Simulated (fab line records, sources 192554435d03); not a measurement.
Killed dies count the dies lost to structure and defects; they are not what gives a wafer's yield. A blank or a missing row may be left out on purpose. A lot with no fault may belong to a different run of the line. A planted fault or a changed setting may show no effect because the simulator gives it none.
Struck lot and sound lot, side by side -- flow n5 finfet -- 41 out of 1938 route steps
Sound: these wafers, L513.1, L513.5, L513.6. Struck: wafers L528.3, L528.6 (left out: L528.1, a lot-mate that was not struck); the cause follows at the end.
At each step with rows: each side's tool, then ch and its chambers, then its first start. Under that, the readings that differ: sound wafers -- struck wafers -- difference of the means -- sigmas: that difference in standard deviations of wafers without a fault.
alike: readings with means less than 2 such deviations apart, plus words and numbers identical on both sides. not compared: withheld readings, readings lacking a value on some wafer, bounds such as >300 that could conceal the same value, and numbers that have no deviation in the record and whose values overlap.
The two part at a step that has a row with sigmas, a row that says differs or no value, or rows on one side only. Numbers that don't overlap but have no deviation are shown without sigmas and don't part them. A reading that every wafer of one side lacks parts them only if that side has two wafers or more.

first, 11 steps without rows for these wafers: N5_FIN_SAQP_MANDREL_ETCH_22 (etches a-Si in HBr/Cl2, stops on SiNx, target depth 60 nm, bt time 10 s, time 30 s); N5_FIN_SAQP_STRIP_55 (strips in N2/H2); N5_FIN_SAQP_STRIP_23 (strips in SPM, time 750 s); N5_FIN_SAQP_SRD_66 (time 30 s); N5_FIN_SAQP_RECESS_75 (chemistry HF/NH3, target SiO2, target depth 14.4 nm, afs cycles 3, sublimation time 60 s); N5_FIN_SAQP_SPACER1_ALD_24 (deposits SiO2, target thk 20.3 nm, pulse time 1 s, purge time 2 s); N5_FIN_SAQP_SPACER1_ETCHBACK_25 (etches SiO2 in CHF3/O2, target depth 24.4 nm, time 12.2 s); N5_FIN_SAQP_MANDREL1_REMOVE_56 (chemistry HBr/Cl2/O2, target a-Si, stops on SiNx, bt time 10 s); N5_FIN_SAQP_ETCH_57 (etches SiNx in CH3F/O2, target depth 32.5 nm, time 46.4 s); N5_FIN_SAQP_ETCH_65 (etches SiO2 in CF4, target depth 4 nm, time 4.4 s); N5_FIN_SAQP_MANDREL_ETCH_58 (etches a-Si in HBr/Cl2, stops on SiNx, target depth 45 nm, bt time 10 s, time 27 s).
N5_FIN_SAQP_RECESS_63: chemistry HF/NH3, target SiO2, target depth 18 nm, afs cycles 3, sublimation time 60 s.
  sound on vapor etch-01 ch 0,1, day 3 06:56; struck on vapor etch-01 ch 1, day 7 01:15
  alike: drypump motor current A
then, 16 steps without rows for these wafers: N5_FIN_SAQP_COAT_68 (time 60 s, resist thk 100 nm); N5_FIN_SAQP_ETCH_69 (etches SOC in N2/H2, stops on SiNx, target depth 150 nm); N5_FIN_SAQP_ETCH_67 (etches SiNx in CH3F/O2, target depth 30 nm); N5_FIN_SAQP_STRIP_70 (strips in N2/H2); N5_FIN_SAQP_RECESS_71 (chemistry HF/NH3, target SiO2, target depth 3 nm, afs cycles 1, sublimation time 60 s); N5_FIN_SAQP_SPACER2_ALD_28 (deposits SiO2, target thk 8.1 nm, pulse time 1 s, purge time 2 s); N5_FIN_SAQP_SPACER2_ETCHBACK_29 (etches SiO2 in CHF3/O2, target depth 12.2 nm, time 6.1 s); N5_FIN_SAQP_MANDREL2_REMOVE_60 (chemistry HBr/Cl2/O2, target a-Si, stops on SiNx, bt time 10 s); N5_FIN_SAQP_HM_OPEN_33 (chemistry CH3F/O2, target SiNx, target depth 49.4 nm, time 70.6 s); N5_FIN_SAQP_ETCH_34 (etches SiO2 in C4F6/O2, target depth 45 nm, time 15 s); N5_FIN_SAQP_STRIP_77 (strips in N2/H2, time 90 s); N5_FIN_SAQP_ETCH_64 (etches SiO2 in CF4, target depth 1.5 nm); N5_FIN_SAQP_FIN_ETCH_36 (etches the open film in HBr/Cl2/O2, target depth 120 nm, time 50.4 s); N5_FIN_SAQP_PRECLEAN_38 (cleans in O3/DIW, time 45 s); N5_FIN_SAQP_PRECLEAN_45 (cleans in dHF, time 10 s); N5_FIN_SAQP_SRD_39 (time 30 s).
N5_FIN_SAQP_INSPECT_40: inspects for defects (brightfield).
  sound on defect inspect-01 at day 3 10:05; struck on defect inspect-01 at day 7 03:12
reading,sound,struck,difference,sigmas
raw defect count,151 161 237,599 565,+399,+6
then, 8 steps without rows for these wafers: N5_FIN_CUT_COAT_18 (time 60 s, resist thk 230 nm); N5_FIN_CUT_COAT_19 (time 60 s, resist thk 20 nm); N5_FIN_CUT_COAT_29 (time 60 s, resist thk 10 nm); N5_FIN_CUT_COAT_02 (resist thk 30 nm); N5_FIN_CUT_EBR_04; N5_FIN_CUT_SOFTBAKE_03 (time 60 s); N5_FIN_CUT_EXPOSE_05 (exposes mask FIN CUT); N5_FIN_CUT_PEB_06 (peb time 60 s).
N5_FIN_CUT_INSPECT_10: inspects for defects (brightfield).
  sound on defect inspect-01 at day 3 10:37; struck on defect inspect-01 at day 7 03:43
reading,sound,struck,difference,sigmas
raw defect count,34 36 57,344 342,+301,+25
N5_FIN_CUT_INSPECT_17: inspects for defects (brightfield).
  sound on defect inspect-02 at day 3 11:37; struck on defect inspect-02 at day 7 04:43
reading,sound,struck,difference,sigmas
raw defect count,165 171 283,645 612,+422,+6
-- the record jumps here: 6 days lie between the struck wafers' starts before and after (it left off in module FIN_CUT and takes up again in module BEOL_M4, whose first step shown is number 1111 of the route) --
N5_BEOL_M4_RC_MEAS_101:
  sound on prober-02 ch 0, day 9 01:46; struck on prober-02 ch 0, day 13 10:50
  alike: DIBL_N, DIBL_P, IOFF_N, IOFF_P, ION_N, ION_P, SS_N, SS_P, VT_N, VT_P
-- the record jumps here: 4 days lie between the struck wafers' starts before and after (it left off in module BEOL_M4 and takes up again in module PASSIVATION, whose first step shown is number 1936 of the route) --
N5_PASSIVATION_PROBE_49:
  only the struck wafers here have rows in the record (prober-02, day 17 15:41); the sound ones have none

== WHERE THEY PART ==
Earliest at N5_FIN_SAQP_INSPECT_40; latest, in this record, at N5_PASSIVATION_PROBE_49.

WHY: whatever the simulator had introduced
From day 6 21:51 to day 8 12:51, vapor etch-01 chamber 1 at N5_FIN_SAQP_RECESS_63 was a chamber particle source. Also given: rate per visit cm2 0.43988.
